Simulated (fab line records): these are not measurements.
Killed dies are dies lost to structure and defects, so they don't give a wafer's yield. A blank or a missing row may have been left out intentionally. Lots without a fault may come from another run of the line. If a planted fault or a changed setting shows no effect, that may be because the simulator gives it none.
Code-filled problem report in 8D (eight disciplines) form :: flow n5-finfet :: the parts of the form that need people (team, actions taken, sign-off) are left out

1. PROBLEM STATEMENT
Mean of raw-defect-count at N5_SD_EPI_P_INSPECT_26: 798 across 6 wafers in 2 lots; on wafers with no fault it is 179 (standard deviation 39). That puts it +16 standard deviations away from the usual mean.
The step: inspects for defects (darkfield).
The first sign was on wafer L626.2 at day 7 17:25, on defect-inspect-02. The record has a number at this step for 28 wafers belonging to 10 lots. By rule, "out" or "out of limits" means more than 4 standard deviations away from the usual mean. All remaining wafers that have a number are taken as sound.

2. WHAT IT IS; WHAT IT IS NOT
question: which readings at this step
is: raw-defect-count
is not: -

question: which lots
is: L626, L628
is not: L609, L610, L611, L613, L614, L615, L618, L630

question: which wafers of those lots
is: all that have a number
is not: -

question: read on which gauges
is: defect-inspect-02
is not: defect-inspect-01

question: when
is: from day 7 17:25
is not: up to then (19 sound wafers); but 3 sound wafers of L630 came after

3. WHAT RULES OUT EACH SUSPECT
Counting: a tool stays on the suspect list if, at a process step up to the reading, it processed all lots that are out and no sound lot following the first of them.
- the gauge at N5_SD_EPI_P_INSPECT_26: ruled out. All the wafers that are out were read on defect-inspect-02, but those of them that N5_SD_ACTIVATION_INSPECT_02 has rows for are out there too, on other tools.
- epi-rpcvd-04 at N5_SD_EPI_P_PRECLEAN_51 (cleans in NF3:NH3, afs cycles 1, time 20 s, sublimation time 60 s): kept. All lots that are out passed through it, beginning with L626 at day 7 14:43, and no sound lot followed; its final sound lot before that point was L613 at day 4 07:41.
After counting, what remains is epi-rpcvd-04 at N5_SD_EPI_P_PRECLEAN_51.

4. THE CAUSE (what the simulator had put in)
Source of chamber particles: epi-rpcvd-04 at N5_SD_EPI_P_PRECLEAN_51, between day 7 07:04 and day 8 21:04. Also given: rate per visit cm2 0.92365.
Counting left only this tool.

5. THE EFFECT CHAIN, in route order
Rows list readings where the struck wafers' mean (over those with a number) sits beyond 3 standard deviations from the usual. Scope: only readings with a usual standard deviation given in the record; hours: median across lots of the time from each lot's start at the first step in this table that gives one to its start at this step; sigmas: change in usual standard deviations.
hours: 0
step: N5_SD_EPI_P_INSPECT_26
reading: raw-defect-count
usual: 179
on struck wafers: 798
change: +619
sigmas: +16

hours: 1
step: N5_SD_ACTIVATION_INSPECT_02
reading: raw-defect-count
usual: 176
on struck wafers: 768
change: +592
sigmas: +16

hours: 210
step: N5_PASSIVATION_PROBE_49
reading: defect-limited-yield
usual: 91.3 %
on struck wafers: 84.4
change: -6.9
sigmas: -4.9

hours: 210
step: N5_PASSIVATION_PROBE_49
reading: killed-at-front-end
usual: 41
on struck wafers: 121
change: +80
sigmas: +6.7

hours: 210
step: N5_PASSIVATION_PROBE_49
reading: killed-dies
usual: 103
on struck wafers: 184
change: +81
sigmas: +4.8

hours: 210
step: N5_PASSIVATION_PROBE_49
reading: killed-on-rim
usual: 14
on struck wafers: 30
change: +16
sigmas: +3.9

hours: 210
step: N5_PASSIVATION_PROBE_49
reading: sort_bin_5_function
usual: 5.0 %
on struck wafers: 9.7
change: +4.7
sigmas: +5.1

hours: 210
step: N5_PASSIVATION_PROBE_49
reading: sort-n-pass
usual: 1076
on struck wafers: 996
change: -80
sigmas: -4.7

hours: 210
step: N5_PASSIVATION_PROBE_49
reading: sort-yield-pct
usual: 91.2 %
on struck wafers: 84.4
change: -6.8
sigmas: -4.9
Its process steps:
- N5_PASSIVATION_PROBE_49
Later measuring or inspecting steps at which every struck wafer that the step has a row for has a number for every such reading, and none has moved that far: N5_ILD0_THK_MEAS_08, N5_ILD0_THK_MEAS_13, N5_BEOL_M4_RC_MEAS_101.

6. HOW IT WOULD HAVE BEEN CAUGHT EARLIER
In this record the first reading out of limits at a measuring or inspecting step was taken at day 7 17:25, 10 hours after the fault began at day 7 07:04.
Of the tool readings at N5_SD_EPI_P_PRECLEAN_51 for which the record gives a usual standard deviation, none was out on any struck wafer, so an alarm limit of 4 standard deviations on them would not have fired.
Among the 2 lots that are out, L628 began N5_SD_EPI_P_PRECLEAN_51 on epi-rpcvd-04 after day 7 17:25. Had the tool been put on hold then, it would have been spared.
